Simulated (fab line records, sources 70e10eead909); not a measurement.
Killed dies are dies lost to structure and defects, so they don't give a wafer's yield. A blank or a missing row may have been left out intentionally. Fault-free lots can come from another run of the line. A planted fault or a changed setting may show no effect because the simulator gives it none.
Matching of chambers ; flow nand-harc ; NHARC_A_CONTACT_ETCH_106 on rie-diel-03 has 4 sister chambers
The step etches the open film in CF4/O2, target depth 60 nm, overetch 6 nm, time 33 s. 39 wafers are shown with their chamber, then 12 later ones without.

WAFERS WITH THEIR CHAMBER
wafer;chamber;showerhead-plenum-p-Torr (Torr);drypump-motor-current-A (A);rf-vpp-V (V)
L077.1;0;1.26;5.4;196.0
L077.3;2;1.38;5.3;198.0
L077.5;2;1.38;5.3;198.4
L079.1;3;1.38;6.3;199.5
L079.2;2;1.38;5.4;198.2
L079.6;3;1.38;6.3;199.4
L081.3;2;1.38;5.4;199.3
L081.4;2;1.38;5.4;199.4
L081.6;3;1.38;6.4;198.8
L084.1;0;1.26;5.4;197.0
L084.4;1;1.42;5.6;199.9
L084.5;1;1.42;5.5;200.1
L084.2;2;1.38;5.3;198.0
L084.3;3;1.38;6.4;198.0
L084.6;0;1.26;5.4;196.8
L083.2;3;1.38;6.4;196.0
L083.4;0;1.26;5.4;196.2
L083.5;3;1.38;6.3;198.9
L088.1;1;1.42;5.5;199.4
L088.2;0;1.25;5.4;197.1
L088.3;3;1.38;6.3;199.3
L088.4;2;1.38;5.3;198.8
L088.5;0;1.25;5.4;194.9
L088.6;3;1.38;6.3;197.9
L086.1;2;1.38;5.4;198.2
L086.2;1;1.42;5.5;200.9
L086.3;3;1.38;6.3;197.9
L086.4;0;1.25;5.4;196.0
L086.5;3;1.38;6.4;199.0
L086.6;0;1.25;5.4;195.1
L085.4;3;1.38;6.4;199.3
L085.5;2;1.38;5.4;198.0
L085.6;0;1.25;5.4;195.7
L090.2;2;1.38;5.4;199.3
L090.4;0;1.25;5.4;197.0
L090.5;2;1.38;5.3;198.8
L093.1;2;1.38;5.3;198.5
L093.2;1;1.42;5.5;201.0
L093.3;0;1.25;5.4;195.8

SIGNATURES (averages over the wafers above)
reading;chamber 0;chamber 1;chamber 2;chamber 3;scatter within a chamber
showerhead-plenum-p-Torr;1.2536;1.4200;1.3800;1.3800;0.0027
drypump-motor-current-A;5.400;5.520;5.350;6.345;0.0432
rf-vpp-V;196.145;200.260;198.575;198.545;0.785
Rule: a wafer's distance from a chamber is the root of the sum, over the readings, of the square of ((its reading less the chamber's mean) divided by the reading's scatter). The wafer belongs to the nearest chamber; if the next one is less than 2 further off, it can't be placed. The scatter: the root of (the sum of the squares of (reading less its chamber's mean) over the shown wafers, divided by (wafers less chambers)).

WAFERS WITH NO CHAMBER GIVEN
wafer;showerhead-plenum-p-Torr (Torr);drypump-motor-current-A (A);rf-vpp-V (V)
L093.4;1.38;6.3;198.2
L093.5;1.42;5.5;199.4
L093.6;1.38;5.4;197.7
L091.2;1.42;5.5;199.8
L091.4;1.38;5.4;200.2
L091.6;1.38;5.4;199.7
L094.1;1.38;5.3;198.4
L094.4;1.25;5.4;195.3
L094.6;1.25;5.4;194.6
L094.2;1.42;5.5;200.1
L094.3;1.37;6.4;198.1
L094.5;1.42;5.5;198.6

EACH ONE'S CHAMBER
wafer;from the rows above;in truth
L093.4;3;3
L093.5;1;1
L093.6;2;2
L091.2;1;1
L091.4;2;2
L091.6;2;2
L094.1;2;2
L094.4;0;0
L094.6;0;0
L094.2;1;1
L094.3;3;3
L094.5;1;1
Correctly placed: 12 of 12. Not placeable from these rows: 0. Placed wrongly: 0.
